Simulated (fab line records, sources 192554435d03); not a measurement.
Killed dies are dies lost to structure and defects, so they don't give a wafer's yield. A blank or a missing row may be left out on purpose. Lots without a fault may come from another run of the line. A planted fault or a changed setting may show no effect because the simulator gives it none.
fab line records | flow n5_finfet
record lots=9 wafers=27 last_day=18
route steps=1938 shown BEOL_M0_SAQP@672 BEOL_M0_CUTY@705 BEOL_M0@734 BEOL_M4@1111 PASSIVATION@1936
lots that met no fault: from a run of the same line without faults
start_h: hours from the record's first day to the start of the lot's first wafer shown | wait_h: hours since the lot's step before | " the same as in the row above | L1.1+2: a row that stands for several wafers | - no value, or no start given | * or withheld: withheld | < > ~ a bound
route shown NAME@n: a module of which the file shows steps, and the number in the route of the first | usual: mean/standard deviation of fault-free wafers | same: alike in all rows | chamber/n: place in a boat | sites: the reading at each site | _std_site: their standard deviation | _edge_site: outer sites' mean less inner sites' | radius_mm: how far each site lies from the wafer's centre | mask NAME#n: copy n | behind: the tool/chamber that last shaped the wafer | hold: why the lot was held/for how many hours/how that ended | device: the transistor (n, p or np) that didn't switch | end of line: the same wafers' tests at the end of the route | a step without rows: its recipe alone | killed: dies lost to structure and defects at the first sort, not the wafer's yield | map: a wafer's dies, x killed, . not, _ none there
set.NAME: the setting as run; set.NAME@STEP: as run at that earlier step | model.NAME: the simulator's own value behind a step, which no gauge read
steps of the route over a sample of lots; a table a step, a row a wafer
services: from which hour (start_h, from the record's first day; less than 0 if before it) a tool's chamber was out of use, for how many hours, and why
## steps
# step N5_BEOL_M0_SAQP_ETCH_106
# recipe chemistry=N2/H2 target=SOC target_depth_a=1500 stop_on=SiNx ion_energy_ev=100 bias_w=61 pressure_mtorr=30 source_w=850 n2_flow_sccm=200 h2_flow_sccm=200
# usual bias_w=61.01/0.17 drypump_motor_current_A=5.7/0.53 oes_product_au=0.74/0.054 rf_vpp_V=240.4/1.4 showerhead_plenum_p_Torr=2.52/0.076 throttle_valve_pct=17.76/0.27
# columns lot.wafer tool chamber start_h wait_h bias_w drypump_motor_current_A oes_product_au rf_hours_counter_h rf_vpp_V showerhead_plenum_p_Torr throttle_valve_pct
L440.2 rie_diel-04 3 132.14 - 61.03 6.2 0.73 188 240.3 2.52 17.71
L440.5 " 2 " " 60.54 5.2 0.76 - 239.9 2.54 17.50
L440.6 " 3 " " 60.68 6.2 0.73 - 239.4 2.52 17.72
L441.1 rie_diel-03 1 132.98 - 60.99 6.3 0.71 205 242.7 2.63 17.52
L441.2 " 2 " " 61.23 5.6 0.74 190 239.3 2.51 17.97
L441.6 " 1 " " 60.89 6.3 0.71 - 242.3 2.63 17.52
L447.1 rie_diel-04 1 150.90 - 60.76 5.3 0.83 80 239.8 2.47 17.53
L447.2 " 2 " " 60.97 5.2 0.76 139 241.9 2.54 17.50
L447.5 " 0 " " 61.15 5.9 0.75 - 237.6 2.37 17.83
L448.2 rie_diel-04 2 164.56 - 61.48 5.2 0.75 143 242.4 2.54 17.51
L448.5 " 2 " " 61.13 5.2 0.75 - 240.9 2.54 17.51
L448.6 " 3 " " 61.10 6.3 0.72 - 241.6 2.51 17.73
L449.2 rie_diel-03 2 164.79 - 60.89 5.6 0.73 199 241.4 2.50 18.00
L449.4 " 0 " " 61.05 5.1 0.69 231 239.8 2.50 18.08
L449.6 " 2 " " 61.06 5.6 0.74 - 241.6 2.50 17.97
L456.1 rie_diel-03 3 208.18 - 61.24 5.8 0.76 104 241.2 2.58 17.71
L456.2 " 1 " " 60.65 6.3 0.69 233 240.3 2.61 17.57
L456.3 " 0 " " 60.94 5.1 0.69 241 239.3 2.49 18.11
L458.2 rie_diel-03 1 218.37 - 60.95 6.3 0.68 235 242.3 2.61 17.57
L458.4 " 2 " " 61.22 5.6 0.72 215 241.3 2.50 18.00
L458.5 " 3 " " 61.07 5.8 0.76 - 241.7 2.57 17.73
L460.3 rie_diel-02 3 231.97 - 61.12 6.6 0.84 62 239.7 2.46 17.27
L460.4 " 0 " " 60.76 5.8 0.67 237 241.3 2.63 18.50
L460.6 " 1 " " 61.06 6.6 0.67 - 241.6 2.63 18.13
L463.1 rie_diel-02 0 256.36 - 61.22 5.7 0.67 243 240.8 2.62 18.49
L463.4 " 2 " " 61.04 4.6 0.88 25 241.5 2.59 17.63
L463.5 " 3 " " 61.03 6.6 0.82 - 240.7 2.46 17.28
# step N5_BEOL_M0_SAQP_ETCH_49
# recipe chemistry=CF4/O2 target_depth_a=370 target=SiO2 pressure_mtorr=40 source_w=535 bias_w=49 Ar_flow_sccm=100 cf4_flow_sccm=100 O2_flow_sccm=10 ion_energy_ev=100
# usual bias_w=48.99/0.14 drypump_motor_current_A=5.8/0.55 oes_o_777_au=0.75/0.059 oes_product_au=0.75/0.063 rf_vpp_V=241/4.5 showerhead_plenum_p_Torr=2.20/0.066 throttle_valve_pct=15.8/0.31
# columns lot.wafer tool chamber start_h wait_h bias_w drypump_motor_current_A oes_o_777_au oes_product_au rf_hours_counter_h rf_vpp_V showerhead_plenum_p_Torr throttle_valve_pct
L440.2 rie_diel-03 1 135.92 0.7 49.08 6.3 0.70 0.71 207 246 2.27 15.6
L440.5 " 0 " " 48.93 5.1 0.71 0.70 - 242 2.19 16.2
L440.6 " 2 " " 48.93 5.6 0.77 0.74 - 245 2.19 16.1
L441.1 rie_diel-02 2 136.56 0.3 48.89 4.7 0.69 0.69 249 241 2.27 16.2
L441.2 " 1 " " 48.93 6.6 0.71 0.72 185 246 2.27 16.0
L441.6 " 3 " " 48.98 6.6 0.87 0.90 - 244 2.17 15.4
L447.1 rie_diel-03 0 154.64 0.3 49.04 5.1 0.71 0.69 229 241 2.19 16.2
L447.2 " 3 " " 49.04 5.8 0.78 0.80 88 243 2.22 15.6
L447.5 " 2 " " 49.05 5.6 0.77 0.74 - 244 2.19 16.1
L448.2 rie_diel-02 3 167.14 0.3 49.40 6.6 0.86 0.89 42 243 2.16 15.4
L448.5 " 0 " " 49.07 5.7 0.71 0.71 - 234 2.28 16.5
L448.6 " 1 " " 49.26 6.6 0.71 0.70 - 245 2.27 16.0
L449.2 rie_diel-04 2 167.67 0.3 49.03 5.2 0.79 0.75 144 242 2.20 15.5
L449.4 " 1 " " 48.74 5.3 0.83 0.84 84 248 2.13 15.4
L449.6 " 3 " " 48.90 6.2 0.69 0.74 - 242 2.19 15.9
L456.1 rie_diel-02 3 210.47 0.3 49.03 6.6 0.83 0.86 56 245 2.16 15.4
L456.2 " 0 " " 48.89 5.7 0.70 0.69 231 231 2.28 16.5
L456.3 " 2 " " 49.15 4.6 0.93 0.93 11 240 2.27 15.7
L458.2 rie_diel-03 0 220.94 0.6 49.12 5.1 0.70 0.68 245 242 2.19 16.3
L458.4 " 2 " " 48.90 5.6 0.76 0.72 216 244 2.18 16.1
L458.5 " 0 " " 48.95 5.1 0.70 0.68 - 241 2.19 16.2
L460.3 rie_diel-04 0 235.46 0.3 49.12 5.9 0.74 0.73 148 232 2.03 15.8
L460.4 " 3 " " 48.94 6.3 0.68 0.72 221 239 2.19 15.9
L460.6 " 2 " " 48.99 5.2 0.77 0.74 - 240 2.19 15.5
L463.1 rie_diel-04 1 258.82 0.3 48.95 5.3 0.81 0.82 107 247 2.13 15.5
L463.4 " 0 " " 49.01 5.9 0.74 0.73 154 232 2.03 15.9
L463.5 " 1 " " 49.17 5.3 0.80 0.82 - 247 2.13 15.5
# step N5_BEOL_M0_CUTY_EXPOSE_54
# recipe mask_id=M0_ABLK na=1.35 source_shape=conventional sigma_outer=0.8 polarization=unpolarized dose_mj=36
# usual reticle_temp_C=22.97/0.096
# columns lot.wafer tool chamber start_h wait_h mask reticle_temp_C
L440.2 arfi_scanner-03 0 136.17 - M0_ABLK#0 23.09
L440.5 " 0 " " M0_ABLK#0 22.86
L440.6 " 0 " " M0_ABLK#0 22.97
L441.1 arfi_scanner-03 0 136.93 - M0_ABLK#0 23.03
L441.2 " 0 " " M0_ABLK#0 22.93
L441.6 " 0 " " M0_ABLK#0 22.86
L447.1 arfi_scanner-01 0 155.01 - M0_ABLK#0 22.84
L447.2 " 0 " " M0_ABLK#0 22.82
L447.5 " 0 " " M0_ABLK#0 22.95
L448.2 arfi_scanner-01 0 167.39 - M0_ABLK#0 22.97
L448.5 " 0 " " M0_ABLK#0 23.04
L448.6 " 0 " " M0_ABLK#0 23.05
L449.2 arfi_scanner-02 0 168.04 - M0_ABLK#0 22.82
L449.4 " 0 " " M0_ABLK#0 23.02
L449.6 " 0 " " M0_ABLK#0 23.03
L456.1 arfi_scanner-01 0 210.84 - M0_ABLK#0 23.14
L456.2 " 0 " " M0_ABLK#0 22.93
L456.3 " 0 " " M0_ABLK#0 22.97
L458.2 arfi_scanner-01 0 221.32 - M0_ABLK#0 23.14
L458.4 " 0 " " M0_ABLK#0 22.87
L458.5 " 0 " " M0_ABLK#0 22.99
L460.3 arfi_scanner-02 0 235.84 - M0_ABLK#0 23.04
L460.4 " 0 " " M0_ABLK#0 22.97
L460.6 " 0 " " M0_ABLK#0 22.93
L463.1 arfi_scanner-02 0 259.19 - M0_ABLK#0 23.03
L463.4 " 0 " " M0_ABLK#0 23.04
L463.5 " 0 " " M0_ABLK#0 23.12
# step N5_BEOL_M0_CUTY_CD_MEAS_57
# recipe target_cd_nm=200 landing_energy_ev=500 detector=se_inlens polarity=line
# usual cd_nm=200.3/1.1
# columns lot.wafer tool chamber start_h wait_h cd_nm
L440.2 cd_sem-01 0 136.29 - 199.7
L440.5 " 0 " " 200.6
L440.6 " 0 " " 199.7
L441.1 cd_sem-01 0 137.05 - 201.4
L441.2 " 0 " " 200.7
L441.6 " 0 " " 202.1
L447.1 cd_sem-02 0 155.14 - 198.1
L447.2 " 0 " " 199.3
L447.5 " 0 " " 197.8
L448.2 cd_sem-01 0 167.51 - 200.5
L448.5 " 0 " " 199.6
L448.6 " 0 " " 201.6
L449.2 cd_sem-01 0 168.17 - 199.3
L449.4 " 0 " " 200.7
L449.6 " 0 " " 199.2
L456.1 cd_sem-03 0 210.96 - 156.1
L456.2 " 0 " " 200.9
L456.3 " 0 " " 201.0
L458.2 cd_sem-01 0 221.44 - 201.6
L458.4 " 0 " " 200.8
L458.5 " 0 " " 155.4
L460.3 cd_sem-01 0 235.95 - 198.2
L460.4 " 0 " " 200.5
L460.6 " 0 " " 201.1
L463.1 cd_sem-02 0 259.31 - 198.7
L463.4 " 0 " " 199.5
L463.5 " 0 " " 198.9
# step N5_BEOL_M0_SPUTTER_116
# recipe material=Cu target_thk_a=40 temp_c=-20 chamber_pressure_pa=0.07 power_w=withheld time_s=7.37
# usual throttle_valve_pct=29.8/0.91
# columns lot.wafer tool chamber start_h wait_h throttle_valve_pct
L440.2 pvd_sputter-02 - 137.91 0.1 30.8
L440.5 " - " " 30.0
L440.6 " - " " 30.7
L441.1 pvd_sputter-01 - 138.88 0.1 30.4
L441.2 " - " " 29.6
L441.6 " - " " 29.4
L447.1 pvd_sputter-03 - 166.31 1.5 29.9
L447.2 " - " " 30.4
L447.5 " - " " 30.7
L448.2 pvd_sputter-03 - 171.95 0.1 29.9
L448.5 " - " " 30.4
L448.6 " - " " 30.7
L449.2 pvd_sputter-01 - 172.27 0.2 30.0
L449.4 " - " " 30.4
L449.6 " - " " 29.4
L456.2 pvd_sputter-01 - 215.78 0.1 30.3
L456.3 " - " " 28.0
L458.2 pvd_sputter-03 - 225.15 1.3 30.7
L458.4 " - " " 31.0
L460.3 pvd_sputter-02 - 242.65 0.1 30.7
L460.4 " - " " 29.1
L460.6 " - " " 29.6
L463.1 pvd_sputter-01 - 264.45 0.1 29.4
L463.4 " - " " 29.4
L463.5 " - " " 29.3
# step N5_BEOL_M4_RC_MEAS_101
# usual DIBL_N=36.5/2 DIBL_P=36.5/2.3 IOFF_N=0.16/0.036 IOFF_P=0.21/0.037 ION_N=672/12 ION_P=459/7.1 SS_N=71.6/0.73 SS_P=73.4/0.76 VT_N=250/3.3 VT_P=-250.5/2.9
# columns lot.wafer tool chamber start_h wait_h DIBL_N[mV/V] DIBL_P[mV/V] IOFF_N[nA/um] IOFF_P[nA/um] ION_N[uA/um] ION_P[uA/um] SS_N[mV/dec] SS_P[mV/dec] VT_N[mV] VT_P[mV]
L440.2 prober-02 0 182.99 0.2 31.8 34.0 0.12 0.17 671 462 71.2 72.4 252 -250.3
L440.5 " 0 " " 33.0 34.7 0.13 0.17 659 450 70.6 72.4 254 -253.8
L440.6 " 0 " " 34.4 37.4 0.16 0.20 675 461 70.9 73.5 250 -249.8
L441.1 prober-02 0 191.31 0.0 37.5 37.7 0.16 0.22 672 459 71.8 74.5 248 -247.8
L441.2 " 0 " " 39.7 40.1 0.20 0.25 676 464 72.6 74.9 248 -246.5
L441.6 " 0 " " 38.2 38.4 0.17 0.23 673 461 72.1 74.8 250 -249.2
L447.1 prober-01 0 223.32 0.0 36.5 35.9 0.14 0.19 661 453 72.5 72.6 251 -252.4
L447.2 " 0 " " 38.1 39.1 0.18 0.24 683 469 72.6 73.7 249 -247.1
L447.5 " 0 " " 37.2 37.3 0.16 0.21 671 459 72.4 73.2 249 -249.2
L448.2 prober-01 0 227.04 0.2 36.7 35.7 0.15 0.18 670 459 70.9 73.6 249 -253.0
L448.5 " 0 " " 34.2 33.3 0.12 0.16 660 451 70.6 72.8 252 -255.4
L448.6 " 0 " " 36.2 34.4 0.14 0.17 665 450 70.7 73.2 250 -252.7
L449.2 prober-02 0 229.58 0.2 37.6 38.5 0.18 0.23 675 461 72.6 74.5 248 -248.7
L449.4 " 0 " " 36.0 36.5 0.15 0.19 680 461 71.7 73.3 249 -250.3
L449.6 " 0 " " 33.6 33.9 0.11 0.16 664 451 70.6 72.6 255 -253.8
L456.2 prober-02 0 262.85 0.2 37.3 34.9 0.14 0.19 645 444 71.8 72.9 253 -251.0
L456.3 " 0 " " 39.1 38.0 0.19 0.25 681 464 71.4 73.8 249 -246.2
L458.2 prober-02 0 274.28 0.2 35.3 33.9 0.13 0.20 667 463 70.7 72.7 253 -247.5
L458.4 " 0 " " 35.1 33.6 0.13 0.19 671 464 70.4 72.4 252 -250.6
L460.3 prober-02 0 298.06 0.3 36.7 36.8 0.15 0.20 670 454 71.4 73.5 253 -255.1
L460.4 " 0 " " 38.1 38.8 0.17 0.22 671 458 71.5 73.9 248 -251.8
L460.6 " 0 " " 38.2 38.9 0.17 0.23 678 458 72.2 73.0 249 -251.8
L463.1 prober-01 0 332.06 0.0 38.1 40.2 0.19 0.21 671 457 71.6 75.2 249 -250.8
L463.4 " 0 " " 39.1 40.6 0.22 0.23 682 457 72.8 74.2 246 -251.5
L463.5 " 0 " " 38.8 41.3 0.21 0.23 675 456 72.4 74.7 248 -248.9
# step N5_PASSIVATION_PROBE_49
# usual defect_limited_yield=91.4/1.4 killed_at_M0_to_M3=33/11 killed_at_M4_up=13/5.3 killed_at_contacts=13/6.1 killed_at_front_end=40/11 killed_at_other=2.9/2.7 killed_dies=102/17 killed_on_rim=14/4.2 killed_open=68/13 killed_short=32/7.5 sort_bin_5_function=5.1/0.98 sort_bin_6_memory=3.2/0.69 sort_bin_8_speed=0.1/1.1 sort_n_pass=1077/21 sort_yield_pct=91.3/1.7
# same gross_dies=1180 killed_at_back_side=0 sort_bin_4_leakage[%]=0
# columns lot.wafer tool chamber start_h wait_h defect_limited_yield[%] killed_at_M0_to_M3 killed_at_M4_up killed_at_contacts killed_at_front_end killed_at_other killed_dies killed_on_rim killed_open killed_short sort_bin_5_function[%] sort_bin_6_memory[%] sort_bin_8_speed[%] sort_n_pass sort_yield_pct[%]
L456.1 prober-02 - 383.31 0.0 6.6 1032 19 17 34 0 1102 152 63 31 89.7 3.3 0 78 6.6
L456.2 prober-02 - 383.36 0.1 89.3 65 15 6 40 0 126 12 78 47 6.9 3.6 0.3 1051 89.1
L456.3 prober-02 - 383.41 0.1 92.1 47 9 9 26 2 93 13 55 37 4.6 3.1 0 1087 92.1
L458.2 prober-02 - 395.53 0.1 90.7 21 16 8 60 5 110 20 68 42 4.8 4.2 0 1070 90.7
L458.4 prober-02 - 395.63 0.2 90.3 22 11 23 58 1 115 12 70 42 5.8 3.4 0 1065 90.3
L458.5 prober-02 - 395.68 0.2 6.9 1016 13 11 56 3 1099 152 66 37 89.9 3.0 0 81 6.9
# killed by level:class
L456.1 BEOL_M0_CUTY:area_expose=1008 MOL_CONTACT_COAG:geometric_particle:open=13 FIN_SAQP:geometric_particle:short=10 BEOL_M4:geometric_particle:open=9 BEOL_M2:geometric_particle:open=6 STARTING-WAFER:geometric_particle:open=6 FIN_SAQP:geometric_particle:open=4 STI_FIN_REVEAL:geometric_particle:open=4
L456.2 BEOL_M1:geometric_particle:open=16 BEOL_M0_SAQP:geometric_particle:short=12 FIN_SAQP:geometric_particle:short=11 BEOL_M0_SAQP:geometric_particle:open=9 FIN_SAQP:geometric_particle:open=8 BEOL_M0:geometric_particle:open=7 DUMMY_GATE:geometric_particle:open=5 BEOL_M1:geometric_particle:short=5
L456.3 BEOL_M0_SAQP:geometric_particle:open=15 MOL_CONTACT_COAG:geometric_particle:open=9 BEOL_M0_SAQP:geometric_particle:short=8 FIN_SAQP:geometric_particle:short=6 BEOL_M1:geometric_particle:open=6 GATE_CUT:geometric_particle:short=5 BEOL_M3:geometric_particle:open=5 BEOL_M2:geometric_particle:open=4
L458.2 FIN_SAQP:geometric_particle:open=14 FIN_SAQP:geometric_particle:short=11 STI_FIN_REVEAL:geometric_particle:open=11 GATE_CUT:geometric_particle:short=9 BEOL_M4:geometric_particle:open=7 MOL_CONTACT_COAG:geometric_particle:open=5 BEOL_M0_SAQP:geometric_particle:open=5 BEOL_M0_SAQP:geometric_particle:short=4
L458.4 FIN_SAQP:geometric_particle:open=23 MOL_CONTACT_COAG:geometric_particle:open=17 FIN_SAQP:geometric_particle:short=12 BEOL_M0_SAQP:geometric_particle:short=7 STI_FIN_REVEAL:geometric_particle:open=5 BEOL_M0_SAQP:geometric_particle:open=5 MOL_CONTACT_COAG:geometric_particle:short=4 ILD0:geometric_particle:short=4
L458.5 BEOL_M0_CUTY:area_expose=996 STI_FIN_REVEAL:geometric_particle:open=14 FIN_SAQP:geometric_particle:short=14 FIN_SAQP:geometric_particle:open=10 MOL_CONTACT_COAG:geometric_particle:open=9 BEOL_M4:geometric_particle:open=9 GATE_CUT:geometric_particle:short=7 BEOL_M1:geometric_particle:open=6
## services
# columns tool chamber start_h hours kind
arfi_scanner-03 - 108.31 1.1 repair
arfi_scanner-02 - 109.41 0.8 pm
pvd_sputter-02 - 110.45 4.0 repair
arfi_scanner-01 - 114.10 3.9 pm
pvd_sputter-02 - 115.23 1.6 repair
arfi_scanner-01 - 118.64 2.5 repair
arfi_scanner-03 - 133.34 0.8 pm
rie_diel-03 3 133.54 12.3 repair
arfi_scanner-03 - 134.78 0.7 repair
arfi_scanner-01 - 135.04 0.8 pm
arfi_scanner-01 - 142.74 3.0 pm
rie_diel-03 2 143.43 10.1 repair
pvd_sputter-01 - 156.15 13.6 repair
arfi_scanner-01 - 159.79 1.3 pm
arfi_scanner-03 - 167.79 2.9 repair
arfi_scanner-02 - 169.76 1.3 pm
arfi_scanner-01 - 174.94 1.0 pm
arfi_scanner-02 - 185.47 0.5 repair
arfi_scanner-01 - 195.88 0.8 pm
rie_diel-04 1 209.51 16.5 repair
arfi_scanner-02 - 210.15 1.0 pm
arfi_scanner-02 - 211.15 1.0 pm
arfi_scanner-02 - 213.17 0.9 repair
rie_diel-02 0 238.33 5.8 repair
## key
first_sign step=N5_BEOL_M0_CUTY_CD_MEAS_57 reading=cd_nm direction=down sigmas=41 usual=200.3 struck=155.8
effect step=N5_PASSIVATION_PROBE_49 reading=killed_at_M0_to_M3 direction=up sigmas=93 usual=33 struck=1024
more_kills_born_at N5_BEOL_M0_CUTY_EXPOSE_54@arfi_scanner-01=2004
met_at N5_BEOL_M0_CUTY_EXPOSE_54
struck_lots L456,L458
struck_wafers L456.1,L458.5
later_rows_left_out L456.1,L458.5
not_acting_at N5_BEOL_M0_SAQP_ETCH_106,N5_BEOL_M0_SAQP_ETCH_49,N5_BEOL_M0_SPUTTER_116
onset_between 167.39 210.84
fault kind=process_parameter_drift tool=arfi_scanner-01 chamber=- onset_h=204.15 steps=N5_BEOL_M0_CUTY_EXPOSE_54 channel=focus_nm offset=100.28 shape=step end_h=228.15 scope=struck_wafers_only
# later_rows_left_out: the simulator's readings of these wafers behind a module that went badly wrong aren't trusted and aren't shown, but for the sort
